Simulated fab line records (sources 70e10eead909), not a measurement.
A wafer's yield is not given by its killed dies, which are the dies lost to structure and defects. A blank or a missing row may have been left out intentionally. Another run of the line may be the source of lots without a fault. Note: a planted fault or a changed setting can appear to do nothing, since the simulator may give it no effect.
Matching of chambers :: flow nandHarc :: NHARC_A_CHANNEL_HOLE_D1_ETCH_38 on rieDiel-04 has 4 sister chambers
The step etches the open film in CF4, target depth 39 nm, time 65 s. 19 wafers are shown with their chamber, then 9 later ones without.

WAFERS WITH THEIR CHAMBER
wafer: L652.1
chamber: 2
showerheadPlenumPTorr (Torr): 1.79
drypumpMotorCurrentA (A): 5.67
oesProductAu (a.u.): 1.000

wafer: L652.3
chamber: 3
showerheadPlenumPTorr (Torr): 1.83
drypumpMotorCurrentA (A): 5.30
oesProductAu (a.u.): 0.995

wafer: L652.4
chamber: 0
showerheadPlenumPTorr (Torr): 1.73
drypumpMotorCurrentA (A): 5.94
oesProductAu (a.u.): 0.987

wafer: L653.1
chamber: 3
showerheadPlenumPTorr (Torr): 1.83
drypumpMotorCurrentA (A): 5.33
oesProductAu (a.u.): 0.997

wafer: L653.2
chamber: 2
showerheadPlenumPTorr (Torr): 1.79
drypumpMotorCurrentA (A): 5.63
oesProductAu (a.u.): 1.007

wafer: L653.4
chamber: 1
showerheadPlenumPTorr (Torr): 1.69
drypumpMotorCurrentA (A): 5.40
oesProductAu (a.u.): 0.999

wafer: L655.1
chamber: 3
showerheadPlenumPTorr (Torr): 1.83
drypumpMotorCurrentA (A): 5.32
oesProductAu (a.u.): 0.992

wafer: L655.2
chamber: 0
showerheadPlenumPTorr (Torr): 1.73
drypumpMotorCurrentA (A): 5.90
oesProductAu (a.u.): 0.986

wafer: L655.6
chamber: 2
showerheadPlenumPTorr (Torr): 1.78
drypumpMotorCurrentA (A): 5.64
oesProductAu (a.u.): 0.994

wafer: L656.1
chamber: 1
showerheadPlenumPTorr (Torr): 1.69
drypumpMotorCurrentA (A): 5.37
oesProductAu (a.u.): 1.001

wafer: L656.4
chamber: 0
showerheadPlenumPTorr (Torr): 1.73
drypumpMotorCurrentA (A): 5.90
oesProductAu (a.u.): 1.006

wafer: L656.6
chamber: 0
showerheadPlenumPTorr (Torr): 1.73
drypumpMotorCurrentA (A): 5.91
oesProductAu (a.u.): 0.999

wafer: L657.2
chamber: 2
showerheadPlenumPTorr (Torr): 1.78
drypumpMotorCurrentA (A): 5.63
oesProductAu (a.u.): 0.991

wafer: L657.4
chamber: 0
showerheadPlenumPTorr (Torr): 1.73
drypumpMotorCurrentA (A): 5.91
oesProductAu (a.u.): 0.994

wafer: L657.6
chamber: 3
showerheadPlenumPTorr (Torr): 1.83
drypumpMotorCurrentA (A): 5.32
oesProductAu (a.u.): 0.994

wafer: L660.1
chamber: 3
showerheadPlenumPTorr (Torr): 1.83
drypumpMotorCurrentA (A): 5.32
oesProductAu (a.u.): 1.002

wafer: L660.2
chamber: 0
showerheadPlenumPTorr (Torr): 1.73
drypumpMotorCurrentA (A): 5.94
oesProductAu (a.u.): 1.002

wafer: L660.6
chamber: 0
showerheadPlenumPTorr (Torr): 1.73
drypumpMotorCurrentA (A): 5.93
oesProductAu (a.u.): 1.007

wafer: L659.1
chamber: 1
showerheadPlenumPTorr (Torr): 1.69
drypumpMotorCurrentA (A): 5.43
oesProductAu (a.u.): 1.018

SIGNATURES (means of the wafers above)
reading: showerheadPlenumPTorr
chamber 0: 1.7300
chamber 1: 1.6900
chamber 2: 1.7850
chamber 3: 1.8300
scatter within a chamber: 0.00258

reading: drypumpMotorCurrentA
chamber 0: 5.9186
chamber 1: 5.4000
chamber 2: 5.6425
chamber 3: 5.3180
scatter within a chamber: 0.0187

reading: oesProductAu
chamber 0: 0.99729
chamber 1: 1.00600
chamber 2: 0.99800
chamber 3: 0.99600
scatter within a chamber: 0.0076
Rule: for a wafer and a chamber, the distance is found by dividing, reading by reading, the gap between the wafer's reading and the chamber's mean by the reading's scatter, squaring, summing and taking the root. The wafer belongs to the nearest chamber; if the next one is less than 2 further off, it can't be placed. The scatter is the square root of a quotient: the sum, over the shown wafers, of each reading's squared deviation from its chamber's mean, divided by wafers minus chambers.

WAFERS WITH NO CHAMBER GIVEN
wafer: L659.2
showerheadPlenumPTorr (Torr): 1.83
drypumpMotorCurrentA (A): 5.35
oesProductAu (a.u.): 1.007

wafer: L659.5
showerheadPlenumPTorr (Torr): 1.83
drypumpMotorCurrentA (A): 5.35
oesProductAu (a.u.): 0.999

wafer: L667.4
showerheadPlenumPTorr (Torr): 1.69
drypumpMotorCurrentA (A): 5.36
oesProductAu (a.u.): 1.008

wafer: L667.6
showerheadPlenumPTorr (Torr): 1.78
drypumpMotorCurrentA (A): 5.65
oesProductAu (a.u.): 0.993

wafer: L670.3
showerheadPlenumPTorr (Torr): 1.82
drypumpMotorCurrentA (A): 5.32
oesProductAu (a.u.): 1.012

wafer: L670.6
showerheadPlenumPTorr (Torr): 1.69
drypumpMotorCurrentA (A): 5.35
oesProductAu (a.u.): 1.005

wafer: L671.1
showerheadPlenumPTorr (Torr): 1.72
drypumpMotorCurrentA (A): 5.92
oesProductAu (a.u.): 0.999

wafer: L671.2
showerheadPlenumPTorr (Torr): 1.69
drypumpMotorCurrentA (A): 5.36
oesProductAu (a.u.): 1.006

wafer: L671.3
showerheadPlenumPTorr (Torr): 1.78
drypumpMotorCurrentA (A): 5.65
oesProductAu (a.u.): 0.998

WHICH CHAMBER EACH WENT THROUGH
wafer: L659.2
from the rows above: 3
in truth: 3

wafer: L659.5
from the rows above: 3
in truth: 3

wafer: L667.4
from the rows above: 1
in truth: 1

wafer: L667.6
from the rows above: 2
in truth: 2

wafer: L670.3
from the rows above: 3
in truth: 3

wafer: L670.6
from the rows above: 1
in truth: 1

wafer: L671.1
from the rows above: 0
in truth: 0

wafer: L671.2
from the rows above: 1
in truth: 1

wafer: L671.3
from the rows above: 2
in truth: 2
9 of 9 placed correctly. From these rows, 0 cannot be placed. Number placed wrongly: 0.
